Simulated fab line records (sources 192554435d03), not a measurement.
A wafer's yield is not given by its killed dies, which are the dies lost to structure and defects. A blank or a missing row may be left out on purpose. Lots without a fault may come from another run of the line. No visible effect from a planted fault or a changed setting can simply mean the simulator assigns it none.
Matching of chambers -- flow n5 finfet -- rie diel-03 running N5_GATE_CUT_ETCH_28: 4 sister chambers
The step etches underlayer in N2/H2, target depth 13 nm, time 10.4 s. 4 wafers are shown with their chamber, then 7 later ones without.

== WAFERS, EACH WITH ITS CHAMBER ==
wafer,chamber,throttle valve pct (%)
L085.3,3,17.68
L085.5,1,17.86
L085.6,2,17.70
L086.5,0,17.28

== WAFERS WITH NO CHAMBER GIVEN ==
wafer,throttle valve pct (%)
L086.6,17.88
L091.1,17.68
L091.2,17.69
L091.3,17.30
L097.3,17.70
L097.4,17.72
L097.6,17.71

== WHICH CHAMBER EACH ONE RAN IN ==
wafer,from the rows above,in truth
L086.6,1,1
L091.1,can't be placed: 3 or 2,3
L091.2,can't be placed: 2 or 3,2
L091.3,0,0
L097.3,can't be placed: 2 or 3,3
L097.4,can't be placed: 2 or 3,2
L097.6,can't be placed: 2 or 3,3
Correct placement for 2 of the 7. From these rows, 5 cannot be placed; in 5 the true chamber is one of the candidates. Wrongly placed: 0.
How it was worked out, from the rows above alone: a wafer's distance from a chamber is the root of the sum, over the readings, of the square of ((its reading less the chamber's mean) divided by the reading's scatter). The wafer belongs to the nearest chamber; if the next one is less than 2 further off, it can't be placed. The mean given for a chamber averages the wafers shown for that chamber. The scatter: with one shown wafer a chamber, the root of the mean of the squares of how far each hidden wafer lies from its nearest shown one.
